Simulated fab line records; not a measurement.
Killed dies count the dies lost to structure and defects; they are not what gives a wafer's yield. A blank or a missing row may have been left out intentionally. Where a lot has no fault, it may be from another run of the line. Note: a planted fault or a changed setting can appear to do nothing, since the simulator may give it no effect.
Chamber matching / flow n5Finfet / N5_GATE_CUT_CMP_23 on cmp-02 has 4 sister chambers
The step polishes, stops on SiO2, t overpolish 23.4 s, target thk 16 nm. 8 wafers are shown with their chamber, then 9 later ones without.

== EACH WAFER AND ITS CHAMBER ==
wafer=L078.1; chamber=2; motorCurrentA (A)=8.7; overpolishRunS (s)=23.395
wafer=L083.3; chamber=2; motorCurrentA (A)=8.7; overpolishRunS (s)=23.382
wafer=L083.5; chamber=3; motorCurrentA (A)=9.2; overpolishRunS (s)=23.416
wafer=L088.5; chamber=0; motorCurrentA (A)=9.5; overpolishRunS (s)=23.399
wafer=L088.6; chamber=1; motorCurrentA (A)=7.8; overpolishRunS (s)=23.411
wafer=L090.2; chamber=3; motorCurrentA (A)=9.4; overpolishRunS (s)=23.401
wafer=L090.3; chamber=0; motorCurrentA (A)=9.5; overpolishRunS (s)=23.386
wafer=L090.4; chamber=1; motorCurrentA (A)=7.6; overpolishRunS (s)=23.394

== WAFERS MISSING THEIR CHAMBER ==
wafer=L093.1; motorCurrentA (A)=9.1; overpolishRunS (s)=23.402
wafer=L093.2; motorCurrentA (A)=9.5; overpolishRunS (s)=23.395
wafer=L093.4; motorCurrentA (A)=7.9; overpolishRunS (s)=23.398
wafer=L095.1; motorCurrentA (A)=8.8; overpolishRunS (s)=23.403
wafer=L095.4; motorCurrentA (A)=7.7; overpolishRunS (s)=23.398
wafer=L095.5; motorCurrentA (A)=9.7; overpolishRunS (s)=23.392
wafer=L097.1; motorCurrentA (A)=9.2; overpolishRunS (s)=23.395
wafer=L097.5; motorCurrentA (A)=10.2; overpolishRunS (s)=23.398
wafer=L097.6; motorCurrentA (A)=9.1; overpolishRunS (s)=23.401

== THE CHAMBER EACH PASSED THROUGH ==
wafer=L093.1; from the rows above=3; in truth=3
wafer=L093.2; from the rows above=0; in truth=0
wafer=L093.4; from the rows above=1; in truth=1
wafer=L095.1; from the rows above=2; in truth=2
wafer=L095.4; from the rows above=1; in truth=1
wafer=L095.5; from the rows above=0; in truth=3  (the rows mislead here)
wafer=L097.1; from the rows above=can't be placed: 3 or 0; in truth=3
wafer=L097.5; from the rows above=0; in truth=0
wafer=L097.6; from the rows above=can't be placed: 3 or 0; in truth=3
Placed correctly: 6 of 9. Unplaceable from these rows: 2, with the true chamber sitting among the candidates in 2. Placed wrongly: 1.
How it was worked out, from the rows above alone: a wafer's distance from a chamber is the root of the sum, over the readings, of the square of ((its reading less the chamber's mean) divided by the reading's scatter). If the next closest chamber is less than 2 further off than the closest, the wafer can't be placed; otherwise it belongs to the closest. Each chamber's mean is taken over the wafers shown for it. The scatter is the square root of a quotient: the sum, over the shown wafers, of each reading's squared deviation from its chamber's mean, divided by wafers minus chambers.
